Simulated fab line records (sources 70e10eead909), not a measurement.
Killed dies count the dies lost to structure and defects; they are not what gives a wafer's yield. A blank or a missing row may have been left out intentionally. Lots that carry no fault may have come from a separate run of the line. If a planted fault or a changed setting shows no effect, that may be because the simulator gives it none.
Matching of chambers + flow nand_harc + NHARC_P_M2_ETCH_28 on rie_diel-01 has 4 sister chambers
The step etches the open film in CF4/N2, target depth 30 nm, time 72.99 s. 8 wafers are shown with their chamber, then 8 later ones without.

## WAFERS PAIRED WITH THEIR CHAMBERS
| wafer  | chamber | drypump_motor_current_A (A) | rf_vpp_V (V) |
|--------|---------|-----------------------------|--------------|
| L367.1 | 1       | 6.2                         | 311.6        |
| L373.1 | 3       | 5.5                         | 315.9        |
| L373.2 | 2       | 6.1                         | 311.6        |
| L373.3 | 1       | 6.3                         | 311.2        |
| L375.1 | 3       | 5.6                         | 316.1        |
| L375.2 | 2       | 6.1                         | 312.9        |
| L375.5 | 0       | 5.3                         | 311.9        |
| L377.1 | 0       | 5.3                         | 311.8        |

## WAFERS WHOSE CHAMBER IS MISSING
| wafer  | drypump_motor_current_A (A) | rf_vpp_V (V) |
|--------|-----------------------------|--------------|
| L377.2 | 6.2                         | 311.4        |
| L377.6 | 6.1                         | 311.3        |
| L384.2 | 5.5                         | 317.3        |
| L384.4 | 5.6                         | 318.3        |
| L384.5 | 5.3                         | 312.1        |
| L385.1 | 6.1                         | 312.5        |
| L385.4 | 5.6                         | 316.3        |
| L385.5 | 5.3                         | 311.6        |

## WHICH CHAMBER EACH ONE RAN IN
| wafer  | from the rows above     | in truth |
|--------|-------------------------|----------|
| L377.2 | can't be placed: 1 or 2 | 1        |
| L377.6 | can't be placed: 2 or 1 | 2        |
| L384.2 | 3                       | 3        |
| L384.4 | 3                       | 3        |
| L384.5 | 0                       | 0        |
| L385.1 | 2                       | 2        |
| L385.4 | 3                       | 3        |
| L385.5 | 0                       | 0        |
Correct placement for 6 of the 8. Cannot be placed on the basis of these rows: 2; the candidates contain the true chamber in 2. Wrongly placed: 0.
How it was worked out, from the rows above alone: a wafer's distance from a chamber is the root of the sum, over the readings, of the square of ((its reading less the chamber's mean) divided by the reading's scatter). The wafer belongs to the nearest chamber; if the next one is less than 2 further off, it can't be placed. A chamber's mean is the mean of its shown wafers. How the scatter is found: for the shown wafers, subtract from each reading the mean of its chamber, square and add these, divide the total by (wafers less chambers), then take the root.
